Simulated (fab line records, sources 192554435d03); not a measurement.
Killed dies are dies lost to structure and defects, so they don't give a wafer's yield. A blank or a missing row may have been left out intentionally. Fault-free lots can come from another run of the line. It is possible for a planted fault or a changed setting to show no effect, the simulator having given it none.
Split-lot trial | flow n5-finfet | route with 1938 steps; 7 lots, 21 wafers read

ABOUT THE SPLIT
At N5_PASSIVATION_PECVD_53 (deposits SiO2 from TEOS/O2, target thk 800 nm, time 169.4 s), the setting temp-c was moved away from the recipe's 400 C on 8 of the 21 wafers read, by -2.2% to +3.2%. For the rest of the wafers, this setting stayed at what the recipe calls for.

The split's own step is where the reading is taken.

THE READING
SiO2_of_PASSIVATION_PECVD_53.thk-nm (the simulator's own value, which no gauge read), in nm, at N5_PASSIVATION_PECVD_53 (deposits SiO2 from TEOS/O2, target thk 800 nm, time 169.4 s). The file gives no usual value for it. Average 799.0 nm, standard deviation 9.9 nm, over the 13 wafers here run with the recipe.

wafer  | tool, chamber at the split | temp-c as run, C | against the recipe | SiO2_of_PASSIVATION_PECVD_53.thk-nm, nm | against lot-mates on the recipe
L079.1 | pecvd-04, 1                | 400              | recipe             | 799.8                                   | -
L079.3 | pecvd-04, 2                | 400              | recipe             | 789.4                                   | -
L079.4 | pecvd-04, 1                | 400              | recipe             | 808.4                                   | -
L077.1 | pecvd-04, 1                | 400              | recipe             | 805                                     | -
L077.2 | pecvd-04, 0                | 400              | recipe             | 800.8                                   | -
L077.4 | pecvd-04, 1                | 404.6            | +1.2%              | 780                                     | -22.9
L087.1 | pecvd-02, 0                | 391.5            | -2.1%              | 838                                     | +26.6
L087.2 | pecvd-02, 1                | 391.5            | -2.1%              | 843.6                                   | +32.2
L087.4 | pecvd-02, 0                | 400              | recipe             | 811.4                                   | -
L089.2 | pecvd-04, 2                | 400              | recipe             | 783.4                                   | -
L089.3 | pecvd-04, 1                | 410.2            | +2.6%              | 742.6                                   | -56.2
L089.6 | pecvd-04, 0                | 400              | recipe             | 814.2                                   | -
L093.3 | pecvd-02, 1                | 400              | recipe             | 789.6                                   | -
L093.5 | pecvd-02, 1                | 400              | recipe             | 801.8                                   | -
L093.6 | pecvd-02, 0                | 391.2            | -2.2%              | 852.6                                   | +56.9
L092.2 | pecvd-04, 0                | 400              | recipe             | 781                                     | -
L092.4 | pecvd-04, 0                | 412.6            | +3.2%              | 733                                     | -48.0
L092.5 | pecvd-04, 1                | 412.6            | +3.2%              | 726                                     | -55.0
L096.3 | pecvd-04, 1                | 412              | +3.0%              | 726.8                                   | -74.5
L096.4 | pecvd-04, 1                | 400              | recipe             | 800.6                                   | -
L096.6 | pecvd-04, 2                | 400              | recipe             | 802                                     | -

FIT RESULTS
A straight line over all 21 wafers: SiO2_of_PASSIVATION_PECVD_53.thk-nm changes by -22 nm for each +1% of temp-c; r = -0.97; the points scatter about the line by 8.8 nm.
The same after taking each lot's own level away (the mean of its wafers on the recipe; 21 wafers): -19 nm for each +1%; r = -0.95; scatter 9.6 nm.
The reading moves by 60 nm for the largest change in temp-c, on that fit.
From 781.00 to 811.40 nm: that is the span of the lots' own levels, equal to 3.1 times the standard deviation above.
So the lot-to-lot level changes the slope: the two fits differ.
Check: -64.2 nm against its lot-mates is what the line predicts for one of the wafers moved furthest among these (+3.2%) when that wafer is left out of the fit. It came out at -48 nm against them.

THE WHOLE CHAIN: every reading that the file lists as answering this split, in the file's order
step                    | what it does                                                | reading                                                                              | change (the file's fit)                                                           | r (the file's)
N5_PASSIVATION_PECVD_53 | deposits SiO2 from TEOS/O2, target thk 800 nm, time 169.4 s | SiO2_of_PASSIVATION_PECVD_53.thk-nm (the simulator's own value, which no gauge read) | -20.6 nm for each +1% of the setting                                              | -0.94
N5_PASSIVATION_PROBE_49 |                                                             | defect-limited-yield                                                                 | not straight: 86.6 at the lowest setting, 89.6 at the recipe, 92.3 at the highest | not given
N5_PASSIVATION_PROBE_49 |                                                             | killed-at-other                                                                      | not straight: 58 at the lowest setting, 4 at the recipe, 1 at the highest         | not given
N5_PASSIVATION_PROBE_49 |                                                             | killed-dies                                                                          | not straight: 158 at the lowest setting, 123 at the recipe, 90 at the highest     | not given
N5_PASSIVATION_PROBE_49 |                                                             | sort-n-pass                                                                          | not straight: 1022 at the lowest setting, 1057 at the recipe, 1090 at the highest | not given
N5_PASSIVATION_PROBE_49 |                                                             | sort-yield-pct                                                                       | not straight: 86.6 at the lowest setting, 89.6 at the recipe, 92.3 at the highest | not given

THE FILE'S OWN FIT
SiO2_of_PASSIVATION_PECVD_53.thk-nm changes by -20.6 nm for each +1% of temp-c, r = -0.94.
